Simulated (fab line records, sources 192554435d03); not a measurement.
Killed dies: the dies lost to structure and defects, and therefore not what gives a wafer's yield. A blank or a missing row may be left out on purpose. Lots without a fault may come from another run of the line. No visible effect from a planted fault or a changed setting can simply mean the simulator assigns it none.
Matching of chambers || flow n5 finfet || 4 sister chambers for N5_HKMG_FIN_ETCH_67 on rie diel-03
The step etches SOC in N2/H2, stops on TiN, target depth 388.9 nm. 8 wafers are shown with their chamber, then 12 later ones without.

WAFERS, EACH WITH ITS CHAMBER
{"wafer": "L081.5", "chamber": 3, "showerhead plenum p Torr (Torr)": 2.71, "drypump motor current A (A)": 5.5}
{"wafer": "L085.2", "chamber": 3, "showerhead plenum p Torr (Torr)": 2.71, "drypump motor current A (A)": 5.4}
{"wafer": "L085.4", "chamber": 0, "showerhead plenum p Torr (Torr)": 2.39, "drypump motor current A (A)": 5.7}
{"wafer": "L085.5", "chamber": 1, "showerhead plenum p Torr (Torr)": 2.57, "drypump motor current A (A)": 5.9}
{"wafer": "L085.6", "chamber": 2, "showerhead plenum p Torr (Torr)": 2.55, "drypump motor current A (A)": 5.1}
{"wafer": "L086.3", "chamber": 2, "showerhead plenum p Torr (Torr)": 2.54, "drypump motor current A (A)": 5.1}
{"wafer": "L086.4", "chamber": 1, "showerhead plenum p Torr (Torr)": 2.57, "drypump motor current A (A)": 5.9}
{"wafer": "L086.5", "chamber": 0, "showerhead plenum p Torr (Torr)": 2.39, "drypump motor current A (A)": 5.7}

WAFERS WITH NO CHAMBER GIVEN
{"wafer": "L087.1", "showerhead plenum p Torr (Torr)": 2.39, "drypump motor current A (A)": 5.7}
{"wafer": "L087.2", "showerhead plenum p Torr (Torr)": 2.54, "drypump motor current A (A)": 5.1}
{"wafer": "L087.3", "showerhead plenum p Torr (Torr)": 2.57, "drypump motor current A (A)": 5.9}
{"wafer": "L088.2", "showerhead plenum p Torr (Torr)": 2.39, "drypump motor current A (A)": 5.7}
{"wafer": "L088.3", "showerhead plenum p Torr (Torr)": 2.70, "drypump motor current A (A)": 5.4}
{"wafer": "L088.5", "showerhead plenum p Torr (Torr)": 2.39, "drypump motor current A (A)": 5.7}
{"wafer": "L091.1", "showerhead plenum p Torr (Torr)": 2.39, "drypump motor current A (A)": 5.7}
{"wafer": "L091.2", "showerhead plenum p Torr (Torr)": 2.54, "drypump motor current A (A)": 5.1}
{"wafer": "L091.3", "showerhead plenum p Torr (Torr)": 2.70, "drypump motor current A (A)": 5.4}
{"wafer": "L094.3", "showerhead plenum p Torr (Torr)": 2.70, "drypump motor current A (A)": 5.4}
{"wafer": "L094.4", "showerhead plenum p Torr (Torr)": 2.54, "drypump motor current A (A)": 5.1}
{"wafer": "L094.5", "showerhead plenum p Torr (Torr)": 2.38, "drypump motor current A (A)": 5.7}

WHICH CHAMBER EACH ONE RAN IN
{"wafer": "L087.1", "from the rows above": 0, "in truth": 0}
{"wafer": "L087.2", "from the rows above": 2, "in truth": 2}
{"wafer": "L087.3", "from the rows above": 1, "in truth": 1}
{"wafer": "L088.2", "from the rows above": 0, "in truth": 0}
{"wafer": "L088.3", "from the rows above": 3, "in truth": 3}
{"wafer": "L088.5", "from the rows above": 0, "in truth": 0}
{"wafer": "L091.1", "from the rows above": 0, "in truth": 0}
{"wafer": "L091.2", "from the rows above": 2, "in truth": 2}
{"wafer": "L091.3", "from the rows above": 3, "in truth": 3}
{"wafer": "L094.3", "from the rows above": 3, "in truth": 3}
{"wafer": "L094.4", "from the rows above": 2, "in truth": 2}
{"wafer": "L094.5", "from the rows above": 0, "in truth": 0}
Correctly placed: 12 of 12. Left unplaced by these rows: 0. Wrongly placed: 0.
How it was worked out, from the rows above alone: a wafer's distance from a chamber is the root of the sum, over the readings, of the square of ((its reading less the chamber's mean) divided by the reading's scatter). If the next closest chamber is less than 2 further off than the closest, the wafer can't be placed; otherwise it belongs to the closest. The mean given for a chamber averages the wafers shown for that chamber. How the scatter is found: for the shown wafers, subtract from each reading the mean of its chamber, square and add these, divide the total by (wafers less chambers), then take the root.
